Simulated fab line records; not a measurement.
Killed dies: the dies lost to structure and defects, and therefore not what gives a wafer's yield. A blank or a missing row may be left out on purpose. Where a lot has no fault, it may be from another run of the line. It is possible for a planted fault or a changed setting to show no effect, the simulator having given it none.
fab line records / flow nandHarc
record lots=7 wafers=21 lastDay=23
route steps=1159 shown P_M0@278 P_M1@285
lots that met no fault: taken from a fault-free run of the same line
startH: hours from the record's first day to the start of the lot's first wafer shown / waitH: how many hours have passed since the lot's step before this one / " repeats the value in the row above / L1.1+2: a single row standing in for several wafers / - no value present, or no start provided / * or withheld: withheld / < > ~ a bound
route shown NAME@n: names a module that has steps shown in the file, with the first one's number in the route / usual: mean and standard deviation over wafers with no fault / same: alike in all rows / chamber/n: place in a boat / sites: each site's reading / _std_site: standard deviation of those values / _edge_site: mean of outer sites minus mean of inner sites / radiusMm: for every site, how far away it sits from the centre of the wafer / mask NAME#n: copy n / behind: the most recent tool/chamber to have shaped the wafer / hold: what put the lot on hold/how long, in hours/how the hold closed / device: the n, p or np transistor that did not switch / end of line: tests run on the same wafers once the route is complete / where a step has no rows: the recipe by itself / killed: count of dies lost to structure and defects at first sort (not the wafer's yield) / map: dies across one wafer; x = killed, . = not, _ = none there
set.NAME: the run value of the setting; set.NAME@STEP: its run value at that earlier step / model.NAME: the simulator's own value behind a step, which no gauge read
lots at selected steps of the route; one table per step, one row per wafer
services: from which hour (startH, from the record's first day; less than 0 if before it) a tool's chamber was out of use, for how many hours, and why
## steps
# step NHARC_P_M0_CMP_23
# recipe tOverpolishS=20 targetThkNm=117.53
# usual motorCurrentA=12.1/1.1 timeToEndpointS=28.2/2.5
lot.wafer=L629.2 tool=cmp-01 chamber=2 startH=136.47 waitH=- motorCurrentA=12.0 timeToEndpointS=22.0
lot.wafer=L629.5 tool=cmp-01 chamber=2 startH=136.47 waitH=- motorCurrentA=12.2 timeToEndpointS=21.6
lot.wafer=L629.6 tool=cmp-01 chamber=3 startH=136.47 waitH=- motorCurrentA=13.7 timeToEndpointS=25.7
lot.wafer=L632.3 tool=cmp-04 chamber=0 startH=139.48 waitH=- motorCurrentA=12.9 timeToEndpointS=30.8
lot.wafer=L632.1 tool=cmp-04 chamber=1 startH=139.48 waitH=- motorCurrentA=12.5 timeToEndpointS=31.5
lot.wafer=L632.4 tool=cmp-04 chamber=3 startH=139.48 waitH=- motorCurrentA=10.9 timeToEndpointS=30.4
lot.wafer=L635.2 tool=cmp-04 chamber=1 startH=178.33 waitH=- motorCurrentA=11.5 timeToEndpointS=27.3
lot.wafer=L635.3 tool=cmp-04 chamber=2 startH=178.33 waitH=- motorCurrentA=11.0 timeToEndpointS=24.9
lot.wafer=L635.6 tool=cmp-04 chamber=2 startH=178.33 waitH=- motorCurrentA=11.3 timeToEndpointS=25.5
lot.wafer=L638.2 tool=cmp-03 chamber=1 startH=183.57 waitH=- motorCurrentA=13.5 timeToEndpointS=29.8
lot.wafer=L638.4 tool=cmp-03 chamber=2 startH=183.57 waitH=- motorCurrentA=10.7 timeToEndpointS=30.0
lot.wafer=L638.5 tool=cmp-03 chamber=0 startH=183.57 waitH=- motorCurrentA=12.4 timeToEndpointS=29.1
lot.wafer=L637.4 tool=cmp-01 chamber=0 startH=183.88 waitH=- motorCurrentA=12.1 timeToEndpointS=28.0
lot.wafer=L637.6 tool=cmp-01 chamber=3 startH=183.88 waitH=- motorCurrentA=14.3 timeToEndpointS=32.2
lot.wafer=L637.5 tool=cmp-01 chamber=0 startH=183.88 waitH=- motorCurrentA=12.2 timeToEndpointS=27.0
lot.wafer=L639.3 tool=cmp-04 chamber=0 startH=201.65 waitH=- motorCurrentA=12.2 timeToEndpointS=29.6
lot.wafer=L639.4 tool=cmp-04 chamber=2 startH=201.65 waitH=- motorCurrentA=10.9 timeToEndpointS=29.3
lot.wafer=L639.5 tool=cmp-04 chamber=3 startH=201.65 waitH=- motorCurrentA=10.6 timeToEndpointS=31.7
lot.wafer=L646.2 tool=cmp-04 chamber=0 startH=230.12 waitH=- motorCurrentA=12.7 timeToEndpointS=30.5
lot.wafer=L646.4 tool=cmp-04 chamber=1 startH=230.12 waitH=- motorCurrentA=11.4 timeToEndpointS=32.4
lot.wafer=L646.5 tool=cmp-04 chamber=2 startH=230.12 waitH=- motorCurrentA=11.2 timeToEndpointS=30.7
# step NHARC_P_M0_THK_MEAS_24
# recipe thkMeasGauge=xrf
# usual thkNm=117.4/1.4
lot.wafer=L629.2 tool=filmMetro-02 chamber=- startH=136.78 waitH=- thkNm=116.7
lot.wafer=L629.5 tool=filmMetro-02 chamber=- startH=136.78 waitH=- thkNm=117.4
lot.wafer=L629.6 tool=filmMetro-02 chamber=- startH=136.78 waitH=- thkNm=117.5
lot.wafer=L632.1 tool=filmMetro-01 chamber=- startH=139.80 waitH=- thkNm=119.9
lot.wafer=L632.3 tool=filmMetro-01 chamber=- startH=139.80 waitH=- thkNm=118.0
lot.wafer=L632.4 tool=filmMetro-01 chamber=- startH=139.80 waitH=- thkNm=119.7
lot.wafer=L635.2 tool=filmMetro-02 chamber=- startH=178.65 waitH=- thkNm=118.0
lot.wafer=L635.3 tool=filmMetro-02 chamber=- startH=178.65 waitH=- thkNm=117.0
lot.wafer=L635.6 tool=filmMetro-02 chamber=- startH=178.65 waitH=- thkNm=118.9
lot.wafer=L638.2 tool=filmMetro-02 chamber=- startH=183.84 waitH=- thkNm=117.1
lot.wafer=L638.4 tool=filmMetro-02 chamber=- startH=183.84 waitH=- thkNm=116.4
lot.wafer=L638.5 tool=filmMetro-02 chamber=- startH=183.84 waitH=- thkNm=118.7
lot.wafer=L637.4 tool=filmMetro-02 chamber=- startH=184.17 waitH=- thkNm=115.6
lot.wafer=L637.5 tool=filmMetro-02 chamber=- startH=184.17 waitH=- thkNm=116.0
lot.wafer=L637.6 tool=filmMetro-02 chamber=- startH=184.17 waitH=- thkNm=120.0
lot.wafer=L639.3 tool=filmMetro-01 chamber=- startH=201.94 waitH=- thkNm=118.1
lot.wafer=L639.4 tool=filmMetro-01 chamber=- startH=201.94 waitH=- thkNm=116.9
lot.wafer=L639.5 tool=filmMetro-01 chamber=- startH=201.94 waitH=- thkNm=119.7
lot.wafer=L646.2 tool=filmMetro-02 chamber=- startH=230.38 waitH=- thkNm=117.8
lot.wafer=L646.4 tool=filmMetro-02 chamber=- startH=230.38 waitH=- thkNm=116.2
lot.wafer=L646.5 tool=filmMetro-02 chamber=- startH=230.38 waitH=- thkNm=115.0
# step NHARC_P_M0_SRD_25
# step NHARC_P_M0_INSPECT_27
# usual rawDefectCount=308/130
lot.wafer=L629.2 tool=defectInspect-01 chamber=- startH=136.94 waitH=0.0 rawDefectCount=311
lot.wafer=L629.5 tool=defectInspect-01 chamber=- startH=136.94 waitH=0.0 rawDefectCount=313
lot.wafer=L629.6 tool=defectInspect-01 chamber=- startH=136.94 waitH=0.0 rawDefectCount=381
lot.wafer=L632.1 tool=defectInspect-02 chamber=- startH=139.95 waitH=0.0 rawDefectCount=403
lot.wafer=L632.3 tool=defectInspect-02 chamber=- startH=139.95 waitH=0.0 rawDefectCount=804
lot.wafer=L632.4 tool=defectInspect-02 chamber=- startH=139.95 waitH=0.0 rawDefectCount=471
lot.wafer=L635.2 tool=defectInspect-02 chamber=- startH=178.80 waitH=0.0 rawDefectCount=394
lot.wafer=L635.3 tool=defectInspect-02 chamber=- startH=178.80 waitH=0.0 rawDefectCount=272
lot.wafer=L635.6 tool=defectInspect-02 chamber=- startH=178.80 waitH=0.0 rawDefectCount=534
lot.wafer=L638.2 tool=defectInspect-01 chamber=- startH=184.00 waitH=0.0 rawDefectCount=298
lot.wafer=L638.4 tool=defectInspect-01 chamber=- startH=184.00 waitH=0.0 rawDefectCount=312
lot.wafer=L638.5 tool=defectInspect-01 chamber=- startH=184.00 waitH=0.0 rawDefectCount=508
lot.wafer=L637.4 tool=defectInspect-02 chamber=- startH=184.33 waitH=0.0 rawDefectCount=214
lot.wafer=L637.5 tool=defectInspect-02 chamber=- startH=184.33 waitH=0.0 rawDefectCount=179
lot.wafer=L637.6 tool=defectInspect-02 chamber=- startH=184.33 waitH=0.0 rawDefectCount=125
lot.wafer=L639.3 tool=defectInspect-02 chamber=- startH=202.10 waitH=0.0 rawDefectCount=200
lot.wafer=L639.4 tool=defectInspect-02 chamber=- startH=202.10 waitH=0.0 rawDefectCount=259
lot.wafer=L639.5 tool=defectInspect-02 chamber=- startH=202.10 waitH=0.0 rawDefectCount=231
lot.wafer=L646.2 tool=defectInspect-01 chamber=- startH=230.56 waitH=0.0 rawDefectCount=435
lot.wafer=L646.4 tool=defectInspect-01 chamber=- startH=230.56 waitH=0.0 rawDefectCount=253
lot.wafer=L646.5 tool=defectInspect-01 chamber=- startH=230.56 waitH=0.0 rawDefectCount=430
# step NHARC_P_M0_PRE_CLEAN_31
# recipe timeS=12 tempC=370 rfPowerW=300 gas=NH3
# usual heaterPowerW=632/74
lot.wafer=L629.2 tool=pecvd-01 chamber=2 startH=137.03 waitH=0.1 heaterPowerW=648
lot.wafer=L629.5 tool=pecvd-01 chamber=1 startH=137.03 waitH=0.1 heaterPowerW=528
lot.wafer=L629.6 tool=pecvd-01 chamber=2 startH=137.03 waitH=0.1 heaterPowerW=629
lot.wafer=L632.3 tool=pecvd-04 chamber=2 startH=140.06 waitH=0.1 heaterPowerW=676
lot.wafer=L632.1 tool=pecvd-04 chamber=1 startH=140.06 waitH=0.1 heaterPowerW=686
lot.wafer=L632.4 tool=pecvd-04 chamber=1 startH=140.06 waitH=0.1 heaterPowerW=679
lot.wafer=L635.3 tool=pecvd-04 chamber=1 startH=178.88 waitH=0.1 heaterPowerW=678
lot.wafer=L635.2 tool=pecvd-04 chamber=2 startH=178.88 waitH=0.1 heaterPowerW=747
lot.wafer=L635.6 tool=pecvd-04 chamber=1 startH=178.88 waitH=0.1 heaterPowerW=679
lot.wafer=L638.2 tool=pecvd-04 chamber=2 startH=184.09 waitH=0.1 heaterPowerW=683
lot.wafer=L638.4 tool=pecvd-04 chamber=1 startH=184.09 waitH=0.1 heaterPowerW=696
lot.wafer=L638.5 tool=pecvd-04 chamber=2 startH=184.09 waitH=0.1 heaterPowerW=656
lot.wafer=L637.6 tool=pecvd-01 chamber=1 startH=184.44 waitH=0.1 heaterPowerW=577
lot.wafer=L637.5 tool=pecvd-01 chamber=2 startH=184.44 waitH=0.1 heaterPowerW=676
lot.wafer=L637.4 tool=pecvd-01 chamber=0 startH=184.44 waitH=0.1 heaterPowerW=672
lot.wafer=L639.3 tool=pecvd-01 chamber=2 startH=202.85 waitH=0.8 heaterPowerW=730
lot.wafer=L639.5 tool=pecvd-01 chamber=1 startH=202.85 waitH=0.8 heaterPowerW=551
lot.wafer=L639.4 tool=pecvd-01 chamber=2 startH=202.85 waitH=0.8 heaterPowerW=730
lot.wafer=L646.2 tool=pecvd-04 chamber=1 startH=230.63 waitH=0.1 heaterPowerW=633
lot.wafer=L646.5 tool=pecvd-04 chamber=2 startH=230.63 waitH=0.1 heaterPowerW=757
lot.wafer=L646.4 tool=pecvd-04 chamber=0 startH=230.63 waitH=0.1 heaterPowerW=571
# step NHARC_P_M0_DEP_32
# recipe targetThkA=300 tempC=370 targetThkNm=30 pressureTorr=3 flowSccm=200 rfW=450 material=SiCN
# usual heaterPowerW=580/75
lot.wafer=L629.2 tool=pecvd-01 chamber=2 startH=137.17 waitH=0.1 heaterPowerW=674
lot.wafer=L629.5 tool=pecvd-01 chamber=1 startH=137.17 waitH=0.1 heaterPowerW=517
lot.wafer=L629.6 tool=pecvd-01 chamber=2 startH=137.17 waitH=0.1 heaterPowerW=675
lot.wafer=L632.3 tool=pecvd-04 chamber=2 startH=140.14 waitH=0.1 heaterPowerW=701
lot.wafer=L632.1 tool=pecvd-04 chamber=1 startH=140.14 waitH=0.1 heaterPowerW=609
lot.wafer=L632.4 tool=pecvd-04 chamber=1 startH=140.14 waitH=0.1 heaterPowerW=627
lot.wafer=L635.3 tool=pecvd-04 chamber=1 startH=178.99 waitH=0.1 heaterPowerW=569
lot.wafer=L635.2 tool=pecvd-04 chamber=2 startH=178.99 waitH=0.1 heaterPowerW=639
lot.wafer=L635.6 tool=pecvd-04 chamber=1 startH=178.99 waitH=0.1 heaterPowerW=586
lot.wafer=L638.2 tool=pecvd-04 chamber=2 startH=184.23 waitH=0.1 heaterPowerW=595
lot.wafer=L638.4 tool=pecvd-04 chamber=1 startH=184.23 waitH=0.1 heaterPowerW=550
lot.wafer=L638.5 tool=pecvd-04 chamber=2 startH=184.23 waitH=0.1 heaterPowerW=581
lot.wafer=L637.6 tool=pecvd-01 chamber=1 startH=184.61 waitH=0.2 heaterPowerW=526
lot.wafer=L637.5 tool=pecvd-01 chamber=2 startH=184.61 waitH=0.2 heaterPowerW=647
lot.wafer=L637.4 tool=pecvd-01 chamber=0 startH=184.61 waitH=0.2 heaterPowerW=613
lot.wafer=L639.3 tool=pecvd-01 chamber=2 startH=202.99 waitH=0.1 heaterPowerW=681
lot.wafer=L639.5 tool=pecvd-01 chamber=1 startH=202.99 waitH=0.1 heaterPowerW=449
lot.wafer=L639.4 tool=pecvd-01 chamber=2 startH=202.99 waitH=0.1 heaterPowerW=707
lot.wafer=L646.2 tool=pecvd-04 chamber=1 startH=230.70 waitH=0.1 heaterPowerW=601
lot.wafer=L646.5 tool=pecvd-04 chamber=2 startH=230.70 waitH=0.1 heaterPowerW=687
lot.wafer=L646.4 tool=pecvd-04 chamber=0 startH=230.70 waitH=0.1 heaterPowerW=512
# step NHARC_P_M1_DEP_00
# recipe targetThkA=1825 targetThkNm=182.5 tempC=withheld pressureTorr=5 flowSccm=200 rfW=600 material=SiOC
# step NHARC_P_M1_DEHYDRATE_01
# recipe tempC=150 timeS=120
# step NHARC_P_M1_HMDS_02
# recipe timeS=30
# step NHARC_P_M1_COAT_34
# recipe tempC=200 timeS=65
# step NHARC_P_M1_COAT_03
# recipe spinRpm=1500 resistThkNm=90
# step NHARC_P_M1_SOFTBAKE_04
# recipe tempC=105 timeS=55
# usual heaterPowerTotalW=188.47/0.15
lot.wafer=L629.2 tool=lithoTrack-01 chamber=0 startH=137 waitH=- heaterPowerTotalW=188.41
lot.wafer=L629.5 tool=lithoTrack-01 chamber=0 startH=137 waitH=- heaterPowerTotalW=188.56
lot.wafer=L629.6 tool=lithoTrack-01 chamber=0 startH=137 waitH=- heaterPowerTotalW=188.41
lot.wafer=L632.1 tool=lithoTrack-01 chamber=0 startH=140 waitH=- heaterPowerTotalW=188.63
lot.wafer=L632.3 tool=lithoTrack-01 chamber=0 startH=140 waitH=- heaterPowerTotalW=188.47
lot.wafer=L632.4 tool=lithoTrack-01 chamber=0 startH=140 waitH=- heaterPowerTotalW=188.53
lot.wafer=L635.2 tool=lithoTrack-01 chamber=0 startH=179 waitH=- heaterPowerTotalW=180.18
lot.wafer=L635.3 tool=lithoTrack-01 chamber=0 startH=179 waitH=- heaterPowerTotalW=179.77
lot.wafer=L635.6 tool=lithoTrack-01 chamber=0 startH=179 waitH=- heaterPowerTotalW=180.01
lot.wafer=L638.2 tool=lithoTrack-01 chamber=0 startH=184 waitH=- heaterPowerTotalW=179.82
lot.wafer=L638.4 tool=lithoTrack-01 chamber=0 startH=184 waitH=- heaterPowerTotalW=180.00
lot.wafer=L638.5 tool=lithoTrack-01 chamber=0 startH=184 waitH=- heaterPowerTotalW=179.89
lot.wafer=L637.4 tool=lithoTrack-01 chamber=0 startH=185 waitH=- heaterPowerTotalW=179.95
lot.wafer=L637.5 tool=lithoTrack-01 chamber=0 startH=185 waitH=- heaterPowerTotalW=179.89
lot.wafer=L637.6 tool=lithoTrack-01 chamber=0 startH=185 waitH=- heaterPowerTotalW=179.71
lot.wafer=L639.3 tool=lithoTrack-04 chamber=0 startH=203 waitH=- heaterPowerTotalW=188.75
lot.wafer=L639.4 tool=lithoTrack-04 chamber=0 startH=203 waitH=- heaterPowerTotalW=188.36
lot.wafer=L639.5 tool=lithoTrack-04 chamber=0 startH=203 waitH=- heaterPowerTotalW=188.49
lot.wafer=L646.2 tool=lithoTrack-04 chamber=0 startH=231 waitH=- heaterPowerTotalW=188.30
lot.wafer=L646.4 tool=lithoTrack-04 chamber=0 startH=231 waitH=- heaterPowerTotalW=188.41
lot.wafer=L646.5 tool=lithoTrack-04 chamber=0 startH=231 waitH=- heaterPowerTotalW=188.51
# step NHARC_P_M1_EBR_05
## services
tool=lithoTrack-04 chamber=- startH=141.00 hours=7.0 kind=pm
tool=cmp-03 chamber=- startH=156.00 hours=4.0 kind=pm
tool=cmp-03 chamber=- startH=160.00 hours=- kind=consumableReplace:conditioner
tool=cmp-03 chamber=- startH=160.00 hours=- kind=consumableReplace:pad
tool=cmp-01 chamber=- startH=179.50 hours=4.0 kind=pm
tool=cmp-01 chamber=- startH=183.50 hours=- kind=consumableReplace:conditioner
tool=cmp-01 chamber=- startH=183.50 hours=- kind=consumableReplace:pad
tool=pecvd-01 chamber=- startH=185.65 hours=0.9 kind=repair
tool=pecvd-01 chamber=- startH=186.91 hours=2.0 kind=repair
tool=pecvd-04 chamber=- startH=195.00 hours=13.0 kind=pm
tool=pecvd-04 chamber=0 startH=195.00 hours=13.0 kind=ventCycle
tool=pecvd-04 chamber=1 startH=195.00 hours=13.0 kind=ventCycle
tool=pecvd-04 chamber=2 startH=195.00 hours=13.0 kind=ventCycle
tool=cmp-01 chamber=- startH=195.28 hours=1.1 kind=repair
tool=cmp-04 chamber=- startH=203.00 hours=4.0 kind=pm
tool=cmp-04 chamber=- startH=207.00 hours=- kind=consumableReplace:conditioner
tool=cmp-04 chamber=- startH=207.00 hours=- kind=consumableReplace:pad
tool=pecvd-04 chamber=0 startH=208.00 hours=- kind=clean
tool=pecvd-04 chamber=1 startH=208.00 hours=- kind=clean
tool=pecvd-04 chamber=2 startH=208.00 hours=- kind=clean
tool=cmp-03 chamber=- startH=209.84 hours=4.3 kind=repair
tool=cmp-01 chamber=- startH=215.34 hours=1.5 kind=repair
tool=cmp-03 chamber=- startH=216.24 hours=0.3 kind=repair
## key
firstSign step=NHARC_P_M1_SOFTBAKE_04 reading=heaterPowerTotalW direction=down sigmas=58 usual=* struck=*
effect none on later readings
metAt NHARC_P_M1_SOFTBAKE_04
struckWafers L635.2,L635.3,L635.6,L637.4,L637.5,L637.6,L638.2,L638.4,L638.5
rowsEnd L635.2,L635.3,L635.6,L637.4,L637.5,L637.6,L638.2,L638.4,L638.5
onsetBetween 140 179
fault kind=processParameterDrift tool=lithoTrack-01 chamber=- onsetH=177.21 steps=NHARC_P_M1_SOFTBAKE_04 channel=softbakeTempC offset=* shape=step actsIn=* stated=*
# rowsEnd: these wafers met a further fault down the route, and their rows from its step on are left out
